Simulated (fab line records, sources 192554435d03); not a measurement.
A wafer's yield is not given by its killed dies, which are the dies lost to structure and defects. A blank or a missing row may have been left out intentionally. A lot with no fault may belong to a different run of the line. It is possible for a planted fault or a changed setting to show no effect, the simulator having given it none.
Chamber matching	flow n5-finfet	N5_BEOL_M5_CO_CAP_78 on cvd-co-02: 3 sister chambers
The step material Co, precursor CCTBA/H2, target thk 2 nm, time 102.1 s. 6 wafers are shown with their chamber, then 12 later ones without.

WAFERS WITH THEIR CHAMBER
wafer	chamber	heater-power-w (W)
L086.2	0	225
L087.5	1	205
L087.6	0	226
L089.2	1	209
L089.3	2	274
L089.6	2	277

WAFERS WHOSE CHAMBER IS MISSING
wafer	heater-power-w (W)
L091.4	276
L091.5	224
L091.6	205
L093.1	205
L093.4	207
L093.5	225
L094.2	202
L094.3	220
L094.4	276
L097.1	223
L097.4	220
L097.5	287

THE CHAMBER EACH PASSED THROUGH
wafer	from the rows above	in truth
L091.4	2	2
L091.5	0	0
L091.6	1	1
L093.1	1	1
L093.4	1	1
L093.5	0	0
L094.2	1	1
L094.3	0	0
L094.4	2	2
L097.1	0	0
L097.4	0	0
L097.5	2	2
12 of 12 placed correctly. Left unplaced by these rows: 0. 0 placed wrongly.
How it was worked out, from the rows above alone: a wafer's distance from a chamber is the root of the sum, over the readings, of the square of ((its reading less the chamber's mean) divided by the reading's scatter). If the next closest chamber is less than 2 further off than the closest, the wafer can't be placed; otherwise it belongs to the closest. The mean given for a chamber averages the wafers shown for that chamber. How the scatter is found: for the shown wafers, subtract from each reading the mean of its chamber, square and add these, divide the total by (wafers less chambers), then take the root.
